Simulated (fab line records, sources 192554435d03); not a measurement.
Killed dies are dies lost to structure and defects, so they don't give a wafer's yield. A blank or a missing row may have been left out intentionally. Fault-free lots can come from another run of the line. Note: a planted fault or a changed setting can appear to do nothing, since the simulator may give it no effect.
fab line records -- flow n5-finfet
[record] lots = 5, wafers = 15, last-day = 20
route steps=1938 shown BEOL_M5@1121
lots that met no fault: taken from a fault-free run of the same line
start-h: hours from the record's opening day to when the first of the lot's shown wafers began -- wait-h: hours elapsed since this lot's preceding step -- " unchanged from the row above -- L1.1+2: a single row standing in for several wafers -- - no value, or no start given -- * or withheld: withheld -- < > ~ a bound
route shown NAME@n: NAME is a module with steps in the file, n the number in the route of the first one -- usual: mean/standard deviation of fault-free wafers -- same: alike in all rows -- chamber/n: place in a boat -- sites: readings site by site -- _std_site: their standard deviation -- _edge_site: mean of outer sites minus mean of inner sites -- radius-mm: how far each site lies from the wafer's centre -- mask NAME#n: copy n -- behind: the tool/chamber that last shaped the wafer -- hold: cause of the lot's hold/its duration in hours/its outcome -- device: which transistor (n, p or np) failed to switch -- end of line: the same wafers' tests at the end of the route -- step lacking rows: just its recipe -- killed: not the wafer's yield, but the dies lost to structure and defects at the first sort -- map: dies across one wafer; x = killed, . = not, _ = none there
set.NAME: the setting the step ran with; set.NAME@STEP: the setting that earlier step ran with -- model.NAME: the simulator's own value behind a step, which no gauge read
lots at some steps of the route; a table a step, a row a wafer
services: a tool's chamber out of use, with start hour (start-h, from the record's first day; less than 0 if before it), hours out, and reason
[[steps]]
[step N5_BEOL_M5_EBR_07]
[recipe] solvent = PGMEA, ebr-width-mm = 1.5
[usual] exhaust-pa = 44.9/0.87
lot.wafer,tool,chamber,start-h,wait-h,exhaust-pa
L076.2,litho-track-01,0,-,-,44.9
L076.3,litho-track-01,0,-,-,44.9
L076.5,litho-track-01,0,-,-,46.6
L082.1,litho-track-05,0,-,-,45.0
L082.2,litho-track-05,0,-,-,45.2
L082.4,litho-track-05,0,-,-,44.7
L089.1,litho-track-01,0,-,-,45.7
L089.3,litho-track-01,0,-,-,45.2
L089.6,litho-track-01,0,-,-,46.7
L079.3,litho-track-05,0,-,-,44.4
L079.4,litho-track-05,0,-,-,44.5
L079.5,litho-track-05,0,-,-,44.9
L095.2,litho-track-05,0,-,-,45.0
L095.3,litho-track-05,0,-,-,44.3
L095.5,litho-track-05,0,-,-,45.6
[step N5_BEOL_M5_SOFTBAKE_06]
[recipe] temp-c = 110, time-s = 60, resist = CAR-EUV
[usual] exhaust-pa = 45.1/0.88
lot.wafer,tool,chamber,start-h,wait-h,exhaust-pa
L076.2,litho-track-01,0,-,-,45.2
L076.3,litho-track-01,0,-,-,44.7
L076.5,litho-track-01,0,-,-,44.2
L082.1,litho-track-05,0,-,-,46.0
L082.2,litho-track-05,0,-,-,47.3
L082.4,litho-track-05,0,-,-,45.7
L089.1,litho-track-01,0,-,-,45.9
L089.3,litho-track-01,0,-,-,46.7
L089.6,litho-track-01,0,-,-,46.7
L079.3,litho-track-05,0,-,-,44.0
L079.4,litho-track-05,0,-,-,45.8
L079.5,litho-track-05,0,-,-,43.9
L095.2,litho-track-05,0,-,-,46.0
L095.3,litho-track-05,0,-,-,44.5
L095.5,litho-track-05,0,-,-,46.0
[step N5_BEOL_M5_EXPOSE_08]
[recipe] mask-id = M5, na = 0.33, source-shape = annular, sigma-inner = 0.4, sigma-outer = 0.8, polarization = unpolarized, target-cd-nm = 28, dose-mj = 35.75
[same] sigma-outer = 0.8
lot.wafer,tool,chamber,start-h,wait-h,mask
L076.2+3+5,euv-scanner-01,0,252.09,-,M5#0
L082.1+2+4,euv-scanner-02,0,278.82,-,M5#0
L089.1+3+6,euv-scanner-02,0,317.80,-,M5#0
L079.3+4+5,euv-scanner-02,0,350.74,-,M5#0
L095.2+3+5,euv-scanner-01,0,375.92,-,M5#0
[step N5_BEOL_M5_PEB_09]
[recipe] peb-temp-c = 100, peb-time-s = 60, resist = CAR-EUV
[usual] exhaust-pa = 44.9/0.9
lot.wafer,tool,chamber,start-h,wait-h,exhaust-pa
L076.2,litho-track-05,0,252.14,0.0,45.0
L076.3,litho-track-05,0,252.14,0.0,44.5
L076.5,litho-track-05,0,252.14,0.0,43.3
L082.1,litho-track-05,0,278.88,0.1,44.3
L082.2,litho-track-05,0,278.88,0.1,45.9
L082.4,litho-track-05,0,278.88,0.1,44.8
L089.1,litho-track-05,0,317.86,0.1,45.4
L089.3,litho-track-05,0,317.86,0.1,46.3
L089.6,litho-track-05,0,317.86,0.1,45.4
L079.3,litho-track-04,0,350.79,0.0,45.5
L079.4,litho-track-04,0,350.79,0.0,43.9
L079.5,litho-track-04,0,350.79,0.0,44.4
L095.2,litho-track-04,0,375.98,0.0,44.5
L095.3,litho-track-04,0,375.98,0.0,44.4
L095.5,litho-track-04,0,375.98,0.0,44.8
[step N5_BEOL_M5_DEVELOP_10]
[recipe] develop-time-s = 30, developer = TMAH, resist = CAR-EUV, rinse-liquid = surfactant-rinse, dry = air-spin, dev-temp-c = 23
[usual] developer-temp-C = 22.98/0.1, exhaust-pa = 45.2/0.87
lot.wafer,tool,chamber,start-h,wait-h,developer-temp-C,exhaust-pa
L076.2,litho-track-05,0,-,-,22.93,46.0
L076.3,litho-track-05,0,-,-,22.99,45.0
L076.5,litho-track-05,0,-,-,22.94,45.1
L082.1,litho-track-05,0,-,-,22.88,45.8
L082.2,litho-track-05,0,-,-,22.86,44.7
L082.4,litho-track-05,0,-,-,22.87,46.1
L089.1,litho-track-05,0,-,-,22.99,45.5
L089.3,litho-track-05,0,-,-,22.91,45.7
L089.6,litho-track-05,0,-,-,22.78,46.5
L079.3,litho-track-04,0,-,-,22.93,44.3
L079.4,litho-track-04,0,-,-,22.89,45.9
L079.5,litho-track-04,0,-,-,22.81,45.5
L095.2,litho-track-04,0,-,-,22.93,45.4
L095.3,litho-track-04,0,-,-,22.97,44.8
L095.5,litho-track-04,0,-,-,23.02,44.3
[step N5_BEOL_M5_CD_MEAS_11]
[recipe] target-cd-nm = 27.74, landing-energy-ev = 500, detector = se-inlens
[usual] cd-nm = 28.08/0.25
lot.wafer,tool,chamber,start-h,wait-h,cd-nm
L076.2,cd-sem-01,0,252.21,-,28.02
L076.3,cd-sem-01,0,252.21,-,27.89
L076.5,cd-sem-01,0,252.21,-,28.10
L082.1,cd-sem-03,0,278.95,-,28.13
L082.2,cd-sem-03,0,278.95,-,28.19
L082.4,cd-sem-03,0,278.95,-,28.25
L089.1,cd-sem-03,0,317.92,-,28.50
L089.3,cd-sem-03,0,317.92,-,28.53
L089.6,cd-sem-03,0,317.92,-,28.43
L079.3,cd-sem-03,0,350.86,-,27.82
L079.4,cd-sem-03,0,350.86,-,28.40
L079.5,cd-sem-03,0,350.86,-,28.11
L095.2,cd-sem-01,0,376.05,-,27.56
L095.3,cd-sem-01,0,376.05,-,27.81
L095.5,cd-sem-01,0,376.05,-,28.21
[step N5_BEOL_M5_OVL_MEAS_12]
[recipe] points-per-wafer = 522
[usual] M5_OVL = 0.1/0.73
lot.wafer,tool,chamber,start-h,wait-h,M5_OVL[nm]
L076.2,overlay-01,0,252.25,0.0,0.3
L076.3,overlay-01,0,252.25,0.0,-0.5
L076.5,overlay-01,0,252.25,0.0,-0.3
L082.1,overlay-02,0,278.98,0.0,0.6
L082.2,overlay-02,0,278.98,0.0,0.2
L082.4,overlay-02,0,278.98,0.0,0.2
L089.1,overlay-02,0,317.95,0.0,0.6
L089.3,overlay-02,0,317.95,0.0,0.2
L089.6,overlay-02,0,317.95,0.0,-0.3
L079.3,overlay-01,0,350.90,0.0,-0.8
L079.4,overlay-01,0,350.90,0.0,0.2
L079.5,overlay-01,0,350.90,0.0,-0.3
L095.2,overlay-02,0,376.08,0.0,0.5
L095.3,overlay-02,0,376.08,0.0,-0.9
L095.5,overlay-02,0,376.08,0.0,0.3
[[services]]
tool,chamber,start-h,hours,kind
euv-scanner-02,0,234.43,-,calibration
euv-scanner-02,-,250.77,1.0,pm
euv-scanner-01,-,273.28,1.0,pm
litho-track-04,-,275.06,-,consumable-replace:filter
euv-scanner-01,-,275.82,5.8,pm
litho-track-05,-,281.34,-,consumable-replace:filter
litho-track-04,-,288.46,-,consumable-replace:filter
euv-scanner-02,-,289.88,1.2,repair
euv-scanner-01,-,305.28,0.5,repair
euv-scanner-02,-,306.92,1.0,pm
euv-scanner-01,-,317.05,4.6,pm
euv-scanner-02,-,321.65,5.8,pm
euv-scanner-01,-,329.43,1.0,pm
euv-scanner-02,-,336.77,4.6,pm
euv-scanner-01,-,351.75,1.0,repair
euv-scanner-02,-,363.07,1.0,pm
[[key]]
fault none
